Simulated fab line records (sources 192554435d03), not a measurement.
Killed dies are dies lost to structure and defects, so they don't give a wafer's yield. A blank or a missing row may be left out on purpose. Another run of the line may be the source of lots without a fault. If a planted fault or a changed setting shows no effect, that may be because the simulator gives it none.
Chamber matching :: flow n5_finfet :: N5_BEOL_M5_CURE_80 on uv_cure-02: 3 sister chambers
The step cures SiCOH lowk, time 120 s. 20 wafers are shown with their chamber, then 10 later ones without.

## EACH WAFER AND ITS CHAMBER
wafer: L075.2
chamber: 2
wafer_temp_C_max: 372.3
lamp_power_pct (%): 52.29

wafer: L075.3
chamber: 2
wafer_temp_C_max: 371.7
lamp_power_pct (%): 52.33

wafer: L075.4
chamber: 2
wafer_temp_C_max: 371.4
lamp_power_pct (%): 52.33

wafer: L082.1
chamber: 0
wafer_temp_C_max: 371.4
lamp_power_pct (%): 52.33

wafer: L082.3
chamber: 0
wafer_temp_C_max: 371.9
lamp_power_pct (%): 52.35

wafer: L082.4
chamber: 0
wafer_temp_C_max: 371.6
lamp_power_pct (%): 52.31

wafer: L084.1
chamber: 1
wafer_temp_C_max: 371.9
lamp_power_pct (%): 52.34

wafer: L084.2
chamber: 1
wafer_temp_C_max: 371.0
lamp_power_pct (%): 52.20

wafer: L084.4
chamber: 1
wafer_temp_C_max: 371.7
lamp_power_pct (%): 52.16

wafer: L085.2
chamber: 1
wafer_temp_C_max: 371.6
lamp_power_pct (%): 52.31

wafer: L085.3
chamber: 1
wafer_temp_C_max: 371.3
lamp_power_pct (%): 52.29

wafer: L085.6
chamber: 1
wafer_temp_C_max: 371.7
lamp_power_pct (%): 52.35

wafer: L087.2
chamber: 1
wafer_temp_C_max: 371.4
lamp_power_pct (%): 52.32

wafer: L087.3
chamber: 1
wafer_temp_C_max: 371.5
lamp_power_pct (%): 52.28

wafer: L087.5
chamber: 1
wafer_temp_C_max: 371.5
lamp_power_pct (%): 52.28

wafer: L090.1
chamber: 0
wafer_temp_C_max: 372.1
lamp_power_pct (%): 52.26

wafer: L090.4
chamber: 0
wafer_temp_C_max: 372.5
lamp_power_pct (%): 52.38

wafer: L090.5
chamber: 0
wafer_temp_C_max: 371.7
lamp_power_pct (%): 52.31

wafer: L093.1
chamber: 0
wafer_temp_C_max: 373.2
lamp_power_pct (%): 52.32

wafer: L093.3
chamber: 0
wafer_temp_C_max: 371.6
lamp_power_pct (%): 52.28

SIGNATURES (means of the wafers above)
reading: wafer_temp_C_max
chamber 0: 372.000
chamber 1: 371.511
chamber 2: 371.800
scatter within a chamber: 0.45

reading: lamp_power_pct
chamber 0: 52.3175
chamber 1: 52.2811
chamber 2: 52.3167
scatter within a chamber: 0.0502
Rule: a wafer lies at a distance from a chamber equal to the root of the sum of squares, over the readings, of (its reading less the chamber's mean, divided by the reading's scatter). If the next closest chamber is less than 2 further off than the closest, the wafer can't be placed; otherwise it belongs to the closest. The scatter: take each reading less its chamber's mean, square it, sum over the shown wafers, divide by the number of wafers less the number of chambers, and take the root.

## WAFERS MISSING THEIR CHAMBER
wafer: L093.5
wafer_temp_C_max: 371.2
lamp_power_pct (%): 52.30

wafer: L091.1
wafer_temp_C_max: 372.3
lamp_power_pct (%): 52.39

wafer: L091.4
wafer_temp_C_max: 372.0
lamp_power_pct (%): 52.35

wafer: L091.6
wafer_temp_C_max: 372.2
lamp_power_pct (%): 52.24

wafer: L096.1
wafer_temp_C_max: 372.2
lamp_power_pct (%): 52.30

wafer: L096.2
wafer_temp_C_max: 373.0
lamp_power_pct (%): 52.29

wafer: L096.3
wafer_temp_C_max: 371.8
lamp_power_pct (%): 52.25

wafer: L094.1
wafer_temp_C_max: 371.4
lamp_power_pct (%): 52.24

wafer: L094.4
wafer_temp_C_max: 372.0
lamp_power_pct (%): 52.31

wafer: L094.5
wafer_temp_C_max: 371.6
lamp_power_pct (%): 52.24

## WHICH CHAMBER EACH ONE RAN IN
wafer: L093.5
from the rows above: can't be placed: 1 or 2 or 0
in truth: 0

wafer: L091.1
from the rows above: can't be placed: 0 or 2 or 1
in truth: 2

wafer: L091.4
from the rows above: can't be placed: 0 or 2 or 1
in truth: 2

wafer: L091.6
from the rows above: can't be placed: 0 or 1 or 2
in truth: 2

wafer: L096.1
from the rows above: can't be placed: 0 or 2 or 1
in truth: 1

wafer: L096.2
from the rows above: can't be placed: 0 or 2 or 1
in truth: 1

wafer: L096.3
from the rows above: can't be placed: 1 or 2 or 0
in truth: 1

wafer: L094.1
from the rows above: can't be placed: 1 or 2 or 0
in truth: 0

wafer: L094.4
from the rows above: can't be placed: 0 or 2 or 1
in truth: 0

wafer: L094.5
from the rows above: can't be placed: 1 or 2 or 0
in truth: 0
Correctly placed: 0 of 10. Can't be placed from these rows: 10 (the true chamber is among the candidates in 10). 0 placed wrongly.
